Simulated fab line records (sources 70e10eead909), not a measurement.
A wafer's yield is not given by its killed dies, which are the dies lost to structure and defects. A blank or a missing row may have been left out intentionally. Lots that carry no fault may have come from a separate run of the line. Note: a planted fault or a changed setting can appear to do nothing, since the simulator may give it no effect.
Which of the tools did it?    flow nand_harc    13 lots, 39 wafers sampled, at 5 steps of a route of 1302

## WHAT EACH GAUGE READ, for each wafer
NHARC_A_SGD_CUT_INSPECT_11. Usual: 55 for raw_defect_count, sd 30.
lot   measured      on                 raw_defect_count  flag
L987  day 19 12:49  defect_inspect-02  54 72 67          
L988  day 19 15:38  defect_inspect-02  57 49 53          
L994  day 23 13:23  defect_inspect-01  27 25 31          
L997  day 23 23:26  defect_inspect-01  56 80 59          
L999  day 24 10:52  defect_inspect-01  91 76 82          
L101  day 25 15:37  defect_inspect-02  34 43 34          
L102  day 26 02:41  defect_inspect-01  67 68 53          
L105  day 26 20:10  defect_inspect-02  15 16 19          
L106  day 27 04:13  defect_inspect-01  21 30 23          
L107  day 27 23:31  defect_inspect-02  66 50 63          
L108  day 27 23:43  defect_inspect-02  12 5 6            
L110  day 28 14:06  defect_inspect-01  20 27 15          
L109  day 28 14:20  defect_inspect-02  56 51 50          

NHARC_END_SORT_01. Usual: killed_at_array 59, standard deviation 19; killed_at_other 1.0, standard deviation 1.1; killed_at_periphery 3.8, standard deviation 2.4; killed_dies 64, standard deviation 19; killed_open 3.3, standard deviation 2; killed_short 2.4, standard deviation 1.6.
lot   measured      on         killed_at_array  killed_at_other  killed_at_periphery  killed_dies  killed_open  killed_short  flag
L106  day 32 11:45  prober-02  32 37 37         2 1 0            2 5 2                36 43 39     4 3 2        3 2 4         

## WHICH TOOL RAN EACH LOT (tool, then ch and the chambers of the sampled wafers, then the start)
lot   NHARC_A_STAIRCASE_CMP_450      NHARC_A_STAIRCASE_CMP_472      NHARC_A_SGD_CUT_SOFTBAKE_04
L987  cmp-02 ch 0,2,3, day 19 09:57  cmp-04 ch 1,2, day 19 11:29    litho_track-01 ch 0, day 19 12:00
L988  cmp-04 ch 0,2,3, day 19 12:53  cmp-04 ch 0,1, day 19 14:22    litho_track-06 ch 0, day 19 15:00
L994  cmp-01 ch 2,3, day 23 10:32    cmp-04 ch 1,2, day 23 12:08    litho_track-01 ch 0, day 23 12:00
L997  cmp-04 ch 0,1,3, day 23 20:41  cmp-01 ch 0,1, day 23 22:11    litho_track-04 ch 0, day 23 22:00
L999  cmp-02 ch 1,2, day 24 08:09    cmp-02 ch 0,2, day 24 09:37    litho_track-04 ch 0, day 24 10:00
L101  cmp-04 ch 0,1,2, day 25 13:02  cmp-01 ch 1,2,3, day 25 14:32  litho_track-01 ch 0, day 25 15:00
L102  cmp-01 ch 2,3, day 25 23:59    cmp-04 ch 0,2, day 26 01:28    litho_track-06 ch 0, day 26 02:00
L105  cmp-02 ch 0,1,2, day 26 17:28  cmp-04 ch 1,2,3, day 26 18:56  litho_track-06 ch 0, day 26 19:00
L106  cmp-01 ch 0,1, day 27 01:38    cmp-01 ch 1,2,3, day 27 03:09  litho_track-06 ch 0, day 27 03:00
L107  cmp-02 ch 0,3, day 27 20:43    cmp-01 ch 1,2, day 27 22:14    litho_track-04 ch 0, day 27 22:00
L108  cmp-04 ch 0,3, day 27 21:00    cmp-04 ch 0,2, day 27 22:29    litho_track-06 ch 0, day 27 23:00
L110  cmp-01 ch 1,2,3, day 28 11:28  cmp-04 ch 0,2,3, day 28 12:58  litho_track-06 ch 0, day 28 13:00
L109  cmp-02 ch 0,1, day 28 11:44    cmp-02 ch 0,1,2, day 28 13:13  litho_track-01 ch 0, day 28 13:00
- NHARC_A_STAIRCASE_CMP_450: polishes SiO2, target thk 200 nm.
- NHARC_A_STAIRCASE_CMP_472: polishes SiO2.
- NHARC_A_SGD_CUT_SOFTBAKE_04: time 55 s.

## WHAT THE TOOLS THEMSELVES READ (means of the sampled wafers that have a number; where no wafer has one, the mark that the record gives instead)
NHARC_A_STAIRCASE_CMP_450. Usual: edge_zone_pressure_frac 0.999, standard deviation 0.0049; motor_current_A 12.1 A, standard deviation 0.98; pad_life_wafers 185, standard deviation 110.
lot   tool    edge_zone_pressure_frac  motor_current_A (A)  pad_life_wafers  flag
L987  cmp-02  0.997                    12.2                 20               
L988  cmp-04  1.001                    11.7                 140              
L994  cmp-01  0.997                    11.5                 242              
L997  cmp-04  0.997                    12.1                 165              
L999  cmp-02  0.996                    11.6                 104              
L101  cmp-04  0.995                    13.2                 350              
L102  cmp-01  1.002                    12.1                 74               
L105  cmp-02  1.001                    11.9                 320              
L106  cmp-01  1.003                    11.1                 168              
L107  cmp-02  1.001                    12.8                 48               
L108  cmp-04  1.005                    11.4                 134              
L110  cmp-01  0.995                    11.8                 331              
L109  cmp-02  1.000                    12.2                 122              

NHARC_A_STAIRCASE_CMP_472. Usual: edge_zone_pressure_frac 1.000, standard deviation 0.005; motor_current_A 12.0 A, standard deviation 1; pad_life_wafers 200, standard deviation 93.
lot   tool    edge_zone_pressure_frac  motor_current_A (A)  pad_life_wafers  flag
L987  cmp-04  1.000                    13.1                 132              
L988  cmp-04  0.998                    13.2                 152              
L994  cmp-04  0.996                    13.8                 128              
L997  cmp-01  0.999                    11.4                 301              
L999  cmp-02  1.001                    12.3                 121              
L101  cmp-01  0.998                    11.8                 50               
L102  cmp-04  0.999                    11.8                 386              
L105  cmp-04  1.000                    12.5                 44               
L106  cmp-01  1.002                    11.8                 189              
L107  cmp-01  1.003                    10.9                 264              
L108  cmp-04  0.995                    11.8                 146              
L110  cmp-04  0.998                    11.7                 217              
L109  cmp-02  0.996                    11.9                 146              

NHARC_A_SGD_CUT_SOFTBAKE_04. Usual: heater_power_total_W 188.47 W, standard deviation 0.15; plate_temp_C 104.99 C, standard deviation 0.11.
lot   tool            heater_power_total_W (W)  plate_temp_C (C)  flag
L987  litho_track-01  188.47                    105.06            
L988  litho_track-06  188.33                    105.10            
L994  litho_track-01  188.70                    105.03            
L997  litho_track-04  206.36                    -                 OFF
L999  litho_track-04  206.48                    -                 OFF
L101  litho_track-01  188.44                    104.93            
L102  litho_track-06  188.66                    104.99            
L105  litho_track-06  188.34                    104.96            
L106  litho_track-06  188.46                    104.90            
L107  litho_track-04  188.43                    105.03            
L108  litho_track-06  188.48                    104.91            
L110  litho_track-06  188.37                    105.08            
L109  litho_track-01  188.58                    105.08            

## THE ANSWER, worked out from the rows above alone
Rule: a lot is off if the mean of its wafers that have a number lies more than 3 standard deviations from the usual mean. Also off: a lot with no number at a reading for which 4 or more lots have one. All remaining lots with rows at the step are treated as sound. After the gauges, taken in route order, come the tools' own readings; for these a lot's mean is taken, as printed above. At the first step where some lot is off, the reading lying furthest off is the one used; lots without a number count as furthest.
Off: L997, L999 (NHARC_A_SGD_CUT_SOFTBAKE_04, plate_temp_C). Without a number there: L997, L999.
If a tool, at that step or one of the process steps before it, ran each lot that is off and ran no sound lot following the first of them, it fits. None of those tried fits.

## WHAT THE SIMULATOR HAD INSERTED
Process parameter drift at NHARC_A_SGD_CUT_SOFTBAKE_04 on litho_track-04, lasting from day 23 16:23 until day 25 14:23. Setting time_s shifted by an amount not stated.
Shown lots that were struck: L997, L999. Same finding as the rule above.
